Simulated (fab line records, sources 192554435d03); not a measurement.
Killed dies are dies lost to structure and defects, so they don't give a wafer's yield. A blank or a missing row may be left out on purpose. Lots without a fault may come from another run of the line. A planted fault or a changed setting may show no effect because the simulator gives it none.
Chamber matching | flow n5_finfet | N5_SD_EPI_N_LINER_46 on ald_sin-03: 4 sister chambers
The step material SiNx, target thk 3 nm. 8 wafers are shown with their chamber, then 8 later ones without.

WAFERS WITH THEIR CHAMBER
wafer  | chamber | heater_power_w (W)
L084.2 | 2       | 812
L085.2 | 3       | 841
L085.5 | 0       | 898
L085.6 | 1       | 702
L087.3 | 2       | 807
L087.4 | 0       | 913
L087.6 | 1       | 692
L088.3 | 3       | 845

WAFERS WITHOUT THEIR CHAMBER
wafer  | heater_power_w (W)
L088.5 | 799
L088.6 | 828
L089.4 | 887
L089.5 | 799
L089.6 | 697
L095.1 | 915
L095.5 | 841
L095.6 | 901

WHICH CHAMBER EACH WENT THROUGH
wafer  | from the rows above     | in truth
L088.5 | 2                       | 2
L088.6 | can't be placed: 3 or 2 | 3
L089.4 | 0                       | 0
L089.5 | 2                       | 2
L089.6 | 1                       | 1
L095.1 | 0                       | 0
L095.5 | 3                       | 3
L095.6 | 0                       | 0
Placed correctly: 7 of 8. Can't be placed from these rows: 1 (the true chamber is among the candidates in 1). Placed wrongly: 0.
How it was worked out, from the rows above alone: a wafer's distance from a chamber is the root of the sum, over the readings, of the square of ((its reading less the chamber's mean) divided by the reading's scatter). The wafer belongs to the nearest chamber; if the next one is less than 2 further off, it can't be placed. A chamber's mean is the mean of its shown wafers. The scatter: the root of (the sum of the squares of (reading less its chamber's mean) over the shown wafers, divided by (wafers less chambers)).
